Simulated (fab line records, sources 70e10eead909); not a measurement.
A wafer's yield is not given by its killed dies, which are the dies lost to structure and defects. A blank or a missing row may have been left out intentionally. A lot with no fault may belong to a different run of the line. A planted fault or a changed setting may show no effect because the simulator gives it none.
Matching of chambers -- flow nand_harc -- NHARC_A_STAIRCASE_ETCHBACK_422 on rie_diel-09: 4 sister chambers
The step etches the open film in CH3F/O2, target depth 40 nm, time 74.286 s. 8 wafers are shown with their chamber, then 8 later ones without.

## WAFERS WITH THEIR CHAMBER
wafer,chamber,drypump_motor_current_A (A),showerhead_plenum_p_Torr (Torr)
L078.5,1,5.0,2.30
L082.4,1,5.0,2.30
L089.4,2,5.6,2.52
L089.6,3,5.6,2.56
L088.2,3,5.6,2.56
L088.4,0,6.4,2.50
L088.5,0,6.3,2.50
L088.1,2,5.6,2.51

## WAFERS WHOSE CHAMBER IS MISSING
wafer,drypump_motor_current_A (A),showerhead_plenum_p_Torr (Torr)
L088.3,5.0,2.29
L088.6,5.6,2.56
L097.1,5.6,2.56
L097.2,6.4,2.50
L097.5,5.6,2.56
L097.3,5.6,2.51
L097.4,5.0,2.29
L097.6,6.4,2.50

## CHAMBER TAKEN BY EACH
wafer,from the rows above,in truth
L088.3,1,1
L088.6,3,3
L097.1,3,3
L097.2,0,0
L097.5,3,3
L097.3,2,2
L097.4,1,1
L097.6,0,0
Placed correctly: 8 of 8. Can't be placed from these rows: 0. Placed wrongly: 0.
How it was worked out, from the rows above alone: a wafer's distance from a chamber is the root of the sum, over the readings, of the square of ((its reading less the chamber's mean) divided by the reading's scatter). The wafer belongs to the nearest chamber; if the next one is less than 2 further off, it can't be placed. For every chamber, the mean is computed from those of its wafers that are shown. The scatter: the root of (the sum of the squares of (reading less its chamber's mean) over the shown wafers, divided by (wafers less chambers)).
